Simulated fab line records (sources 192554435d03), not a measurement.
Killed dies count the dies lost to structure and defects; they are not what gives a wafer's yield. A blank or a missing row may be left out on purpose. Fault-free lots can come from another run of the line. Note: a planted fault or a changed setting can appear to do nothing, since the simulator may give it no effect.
Which tool is to blame? | flow n5Finfet | 27 wafers from 9 lots sampled at 5 of the route's 1938 steps

== WHAT THE GAUGES SHOWED, per wafer ==
N5_BEOL_M4_RC_MEAS_101. Usual: DIBL_N 35.9 mV/V, standard deviation 1.9; DIBL_P 35.8 mV/V, standard deviation 2.4; IOFF_N 0.15 nA/um, standard deviation 0.031; IOFF_P 0.21 nA/um, standard deviation 0.037; IOFF_P_85C 3.6 nA/um, standard deviation 0.53; IOFF_P_LIN 0.098 nA/um, standard deviation 0.014; IOFF_P_LONG 0.000108 nA/um, standard deviation 8.2e-06; ION_N 672 uA/um, standard deviation 13; ION_P 462 uA/um, standard deviation 8.3; SS_N 71.5 mV/dec, standard deviation 0.72; SS_P 73.2 mV/dec, standard deviation 0.67; VT_N 250 mV, standard deviation 3.4; VT_P -250 mV, standard deviation 3.4; VT_P_LONG -275.0 mV, standard deviation 2.9; VT_P_LVT -99.3 mV, standard deviation 2.9.
lot  | measured     | on        | DIBL_N (mV/V)  | DIBL_P (mV/V)  | IOFF_N (nA/um) | IOFF_P (nA/um) | IOFF_P_85C (nA/um) | IOFF_P_LIN (nA/um) | IOFF_P_LONG (nA/um)        | ION_N (uA/um) | ION_P (uA/um) | SS_N (mV/dec)  | SS_P (mV/dec)  | VT_N (mV)   | VT_P (mV)      | VT_P_LONG (mV)       | VT_P_LVT (mV)        | flag
L100 | day 7 22:57  | prober-02 | 37.0 36.5 36.5 | 37.6 35.3 36.1 | 0.15 0.13 0.13 | 0.22 0.18 0.19 | 3.8 3.2 3.3        | 0.104 0.088 0.092  | 0.000105 9.9e-05 0.000107  | 676 657 660   | 466 450 457   | 71.2 71.2 71.4 | 73.8 73.2 72.7 | 250 253 252 | -250 -253 -251 | -273.9 -275.1 -276.1 | -95.5 -98.8 -99.2    | 
L102 | day 8 16:59  | prober-02 | 32.8 33.6 32.4 | 33.2 34.1 32.9 | 0.11 0.11 0.10 | 0.14 0.14 0.13 | 2.5 2.5 2.4        | 0.070 0.070 0.067  | 9e-05 8.1e-05 8.3e-05      | 650 640 651   | 452 435 444   | 70.8 70.8 70.5 | 72.9 73.1 72.6 | 255 259 258 | -258 -259 -258 | -281.6 -283.0 -281.7 | -105.8 -106.0 -106.9 | 
L103 | day 9 05:14  | prober-02 | 35.8 37.4 35.5 | 35.0 36.8 34.3 | 0.13 0.16 0.13 | 0.09 0.22 0.18 | 1.8 3.7 3.2        | 0.044 0.100 0.089  | 7.6e-05 0.0001 0.000107    | 661 669 669   | 424 462 459   | 71.1 72.1 71.0 | 72.7 73.6 73.0 | 251 252 252 | -271 -250 -251 | -294.5 -275.1 -277.4 | -120.3 -99.1 -100.5  | 
L104 | day 9 12:59  | prober-01 | 37.3 36.3 36.6 | 37.0 33.6 35.0 | 0.16 0.15 0.14 | 0.12 0.19 0.21 | 2.2 3.3 3.6        | 0.054 0.092 0.099  | 7.7e-05 0.000109 0.000112  | 672 658 661   | 439 450 461   | 71.5 72.1 72.0 | 73.0 73.0 73.7 | 253 252 251 | -265 -252 -251 | -290.1 -273.0 -275.4 | -115.5 -100.2 -98.1  | 
L106 | day 9 12:15  | prober-02 | 35.1 37.4 38.2 | 36.0 37.4 37.8 | 0.15 0.18 0.18 | 0.20 0.11 0.24 | 3.6 2.2 4.2        | 0.096 0.052 0.109  | 0.000101 7.4e-05 0.000107  | 675 683 668   | 460 436 467   | 71.0 71.9 73.1 | 73.3 74.1 73.8 | 249 248 248 | -250 -270 -249 | -275.5 -295.1 -276.8 | -99.3 -117.7 -96.7   | 
L117 | day 11 21:08 | prober-02 | 39.6 38.2 36.8 | 39.5 36.9 36.1 | 0.21 0.18 0.16 | 0.29 0.24 0.22 | 4.6 3.9 3.7        | 0.127 0.108 0.103  | 0.000101 0.000108 0.000111 | 684 682 674   | 476 469 464   | 71.4 72.2 71.6 | 74.8 73.5 73.5 | 243 247 248 | -247 -251 -249 | -274.3 -275.3 -275.4 | -95.2 -97.9 -98.5    | 
L118 | day 12 23:16 | prober-01 | 35.1 38.3 37.1 | 33.9 38.0 36.6 | 0.13 0.18 0.16 | 0.17 0.23 0.20 | 3.1 3.9 3.6        | 0.085 0.106 0.097  | 0.000111 0.000106 0.000106 | 674 693 674   | 463 480 455   | 71.7 71.4 72.0 | 72.8 73.7 73.1 | 254 250 251 | -256 -249 -253 | -274.5 -275.6 -276.7 | -100.7 -97.3 -98.5   | 
L120 | day 13 07:49 | prober-01 | 37.3 35.4 35.8 | 37.4 36.2 35.8 | 0.19 0.16 0.17 | 0.26 0.23 0.23 | 4.2 3.9 3.9        | 0.117 0.107 0.107  | 0.000113 0.000115 0.000112 | 682 676 688   | 470 472 471   | 71.5 70.8 70.9 | 73.0 73.6 72.9 | 244 247 247 | -246 -248 -248 | -270.8 -273.6 -271.2 | -94.2 -95.5 -95.6    | 
L123 | day 14 01:53 | prober-02 | 34.6 36.8 36.9 | 33.6 35.7 35.7 | 0.13 0.17 0.16 | 0.20 0.23 0.23 | 3.4 4.0 3.8        | 0.102 0.115 0.112  | 0.000118 0.000117 0.000123 | 674 690 682   | 473 475 473   | 70.6 71.4 71.3 | 72.7 73.0 72.5 | 250 249 253 | -251 -247 -247 | -271.8 -270.5 -271.0 | -99.1 -95.6 -97.6    | 

== TOOL THAT RAN EACH LOT (tool first, then ch and the chambers of the sampled wafers, then the start) ==
lot  | N5_HKMG_FIN_HK_ANNEAL_02       | N5_HKMG_FIN_ALD_74             | N5_HKMG_FIN_STRIP_60               | N5_HKMG_FIN_PWFM_ALD_03
L100 | rtpAnneal-01 ch 0, day 4 00:37 | aldHk-01 ch 0,1,2, day 4 00:49 | plasmaAsher-02 ch 0,1, day 4 02:20 | aldMetal-02 ch 0,1,2, day 4 03:54
L102 | rtpAnneal-01 ch 0, day 4 13:55 | aldHk-03 ch 1,3, day 4 14:05   | plasmaAsher-01 ch 0,1, day 4 15:29 | aldMetal-02 ch 0,3, day 4 17:03
L103 | rtpAnneal-02 ch 0, day 4 19:22 | aldHk-03 ch 0,1,3, day 4 19:33 | plasmaAsher-01 ch 0,1, day 4 21:13 | aldMetal-02 ch 1,2, day 4 22:55
L104 | rtpAnneal-02 ch 0, day 4 23:26 | aldHk-01 ch 0,1,3, day 4 23:38 | plasmaAsher-02 ch 0,1, day 5 01:11 | aldMetal-02 ch 0,1,2, day 5 02:46
L106 | rtpAnneal-01 ch 0, day 5 15:20 | aldHk-02 ch 1,2,3, day 5 15:30 | plasmaAsher-02 ch 0,1, day 5 17:13 | aldMetal-02 ch 0,2,3, day 5 18:45
L117 | rtpAnneal-01 ch 0, day 8 05:25 | aldHk-01 ch 1,2, day 8 05:36   | plasmaAsher-02 ch 0,1, day 8 07:12 | aldMetal-02 ch 0,1, day 8 09:00
L118 | rtpAnneal-02 ch 0, day 8 11:15 | aldHk-03 ch 0,1,3, day 8 11:23 | plasmaAsher-02 ch 0,1, day 8 13:19 | aldMetal-04 ch 0,1,3, day 8 14:58
L120 | rtpAnneal-01 ch 0, day 8 23:14 | aldHk-02 ch 0,1,3, day 8 23:28 | plasmaAsher-01 ch 0,1, day 9 01:33 | aldMetal-02 ch 0,1, day 9 03:07
L123 | rtpAnneal-02 ch 0, day 9 16:13 | aldHk-01 ch 2,3, day 9 16:22   | plasmaAsher-02 ch 0,1, day 9 17:53 | aldMetal-01 ch 1,2,3, day 9 19:19
- N5_HKMG_FIN_HK_ANNEAL_02: time 30 s.
- N5_HKMG_FIN_ALD_74: deposits La2O3, target thk 0.5 nm, pulse time 6 s, co reactant pulse time 1 s.
- N5_HKMG_FIN_STRIP_60: strips in N2/H2, time 360 s.
- N5_HKMG_FIN_PWFM_ALD_03: deposits TiN, target thk 2 nm, pulse time 1 s, purge time 3 s.

== WHAT THE TOOLS THEMSELVES READ (means of the sampled wafers that have a number; where no wafer has one, the mark that the record gives instead) ==
N5_HKMG_FIN_HK_ANNEAL_02. Usual: lampPowerPct 8.80 %, standard deviation 0.055; lamp_zone_3_pct 8.798 %, standard deviation 0.011; wafer_temp_C_max 702.9, standard deviation 0.7.
lot  | tool         | lampPowerPct (%) | lamp_zone_3_pct (%) | wafer_temp_C_max | flag
L100 | rtpAnneal-01 | 8.81             | 8.798               | 703.4            | 
L102 | rtpAnneal-01 | 8.83             | 8.801               | 702.9            | 
L103 | rtpAnneal-02 | 8.82             | 8.800               | 703.0            | 
L104 | rtpAnneal-02 | 8.78             | 8.795               | 702.6            | 
L106 | rtpAnneal-01 | 8.79             | 8.800               | 703.1            | 
L117 | rtpAnneal-01 | 8.81             | 8.805               | 702.9            | 
L118 | rtpAnneal-02 | 8.82             | 8.807               | 703.3            | 
L120 | rtpAnneal-01 | 8.81             | 8.803               | 702.6            | 
L123 | rtpAnneal-02 | 8.89             | 8.798               | 702.8            | 

N5_HKMG_FIN_ALD_74. Usual: heaterPowerW 332 W, standard deviation 30; precursorPulseHeightRel 1.001, standard deviation 0.02.
lot  | tool     | heaterPowerW (W) | precursorPulseHeightRel | flag
L100 | aldHk-01 | 324              | 0.981                   | 
L102 | aldHk-03 | 353              | 0.996                   | 
L103 | aldHk-03 | 346              | 0.980                   | 
L104 | aldHk-01 | 318              | 1.013                   | 
L106 | aldHk-02 | 332              | 1.005                   | 
L117 | aldHk-01 | 334              | 1.015                   | 
L118 | aldHk-03 | 349              | 1.007                   | 
L120 | aldHk-02 | 339              | 1.009                   | 
L123 | aldHk-01 | 300              | 0.995                   | 

N5_HKMG_FIN_STRIP_60. Usual: drypumpMotorCurrentA 5.5 A, standard deviation 0.56; heaterPowerW 485 W, standard deviation 78; tempC 300.02 C, standard deviation 0.2.
lot  | tool           | drypumpMotorCurrentA (A) | heaterPowerW (W) | tempC (C) | flag
L100 | plasmaAsher-02 | 5.4                      | 512              | 299.88    | 
L102 | plasmaAsher-01 | 6.0                      | 413              | 300.19    | 
L103 | plasmaAsher-01 | 6.0                      | 408              | 300.06    | 
L104 | plasmaAsher-02 | 5.3                      | 516              | 300.29    | 
L106 | plasmaAsher-02 | 5.2                      | 554              | 300.33    | 
L117 | plasmaAsher-02 | 5.2                      | 544              | 300.15    | 
L118 | plasmaAsher-02 | 5.4                      | 511              | 299.89    | 
L120 | plasmaAsher-01 | 5.6                      | 436              | 300.04    | 
L123 | plasmaAsher-02 | 5.2                      | 557              | 300.10    | 

N5_HKMG_FIN_PWFM_ALD_03. Usual: heaterPowerW 887 W, standard deviation 77; precursorPulseHeightRel 0.999, standard deviation 0.021.
lot  | tool        | heaterPowerW (W) | precursorPulseHeightRel | flag
L100 | aldMetal-02 | 896              | 1.011                   | 
L102 | aldMetal-02 | 934              | 0.982                   | 
L103 | aldMetal-02 | 940              | 0.993                   | 
L104 | aldMetal-02 | 901              | 1.000                   | 
L106 | aldMetal-02 | 906              | 1.026                   | 
L117 | aldMetal-02 | 853              | 0.986                   | 
L118 | aldMetal-04 | 887              | 1.001                   | 
L120 | aldMetal-02 | 868              | 0.988                   | 
L123 | aldMetal-01 | 842              | 1.002                   | 

== THE ANSWER, worked out from the rows above alone ==
Rule: a lot counts as off when the mean over its wafers that have a number is more than 3 standard deviations away from the usual mean. Also off: a lot with no number at a reading for which 4 or more lots have one. Any other lot the step has rows for is counted as sound. First the gauges in route order, then the tools' own readings, where a lot's mean is used as printed above. At the first step where some lot is off, the reading lying furthest off is the one used; lots without a number count as furthest.
No lot is off at any reading shown: from this, nothing can be told.

== WHAT THE SIMULATOR HAD INSERTED ==
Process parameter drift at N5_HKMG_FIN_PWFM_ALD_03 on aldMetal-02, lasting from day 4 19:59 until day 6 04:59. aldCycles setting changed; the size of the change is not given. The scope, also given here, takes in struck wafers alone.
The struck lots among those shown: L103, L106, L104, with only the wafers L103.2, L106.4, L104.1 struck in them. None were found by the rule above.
